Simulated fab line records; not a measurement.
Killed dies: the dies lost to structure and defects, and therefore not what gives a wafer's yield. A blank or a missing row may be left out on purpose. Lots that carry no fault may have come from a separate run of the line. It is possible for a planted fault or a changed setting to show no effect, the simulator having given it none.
Matching of chambers :: flow n5Finfet :: N5_FIN_SAQP_PECVD_48 on pecvd-02 has 3 sister chambers
The step deposits SiNx from SiH4/NH3/N2, target thk 25 nm, time 22.1 s. 3 wafers are shown with their chamber, then 9 later ones without.

## WAFERS PAIRED WITH THEIR CHAMBERS
wafer: L087.2
chamber: 0
showerheadPlenumPTorr (Torr): 5.18

wafer: L089.1
chamber: 2
showerheadPlenumPTorr (Torr): 5.11

wafer: L089.5
chamber: 1
showerheadPlenumPTorr (Torr): 5.08

## WAFERS WHOSE CHAMBER IS MISSING
wafer: L090.3
showerheadPlenumPTorr (Torr): 5.11

wafer: L090.4
showerheadPlenumPTorr (Torr): 5.19

wafer: L090.6
showerheadPlenumPTorr (Torr): 5.12

wafer: L093.1
showerheadPlenumPTorr (Torr): 5.12

wafer: L093.3
showerheadPlenumPTorr (Torr): 5.11

wafer: L093.4
showerheadPlenumPTorr (Torr): 5.17

wafer: L097.2
showerheadPlenumPTorr (Torr): 5.14

wafer: L097.3
showerheadPlenumPTorr (Torr): 5.18

wafer: L097.6
showerheadPlenumPTorr (Torr): 5.19

## THE CHAMBER EACH PASSED THROUGH
wafer: L090.3
from the rows above: 2
in truth: 2

wafer: L090.4
from the rows above: 0
in truth: 0

wafer: L090.6
from the rows above: 2
in truth: 2

wafer: L093.1
from the rows above: 2
in truth: 2

wafer: L093.3
from the rows above: 2
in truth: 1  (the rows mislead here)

wafer: L093.4
from the rows above: 0
in truth: 0

wafer: L097.2
from the rows above: can't be placed: 2 or 0
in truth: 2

wafer: L097.3
from the rows above: 0
in truth: 0

wafer: L097.6
from the rows above: 0
in truth: 0
Correctly placed: 7 of 9. Cannot be placed on the basis of these rows: 1; the candidates contain the true chamber in 1. 1 placed wrongly.
How it was worked out, from the rows above alone: a wafer's distance from a chamber is the root of the sum, over the readings, of the square of ((its reading less the chamber's mean) divided by the reading's scatter). If the next closest chamber is less than 2 further off than the closest, the wafer can't be placed; otherwise it belongs to the closest. For every chamber, the mean is computed from those of its wafers that are shown. The scatter: root of mean squared gap, hidden wafer to nearest shown wafer, with one shown wafer a chamber.
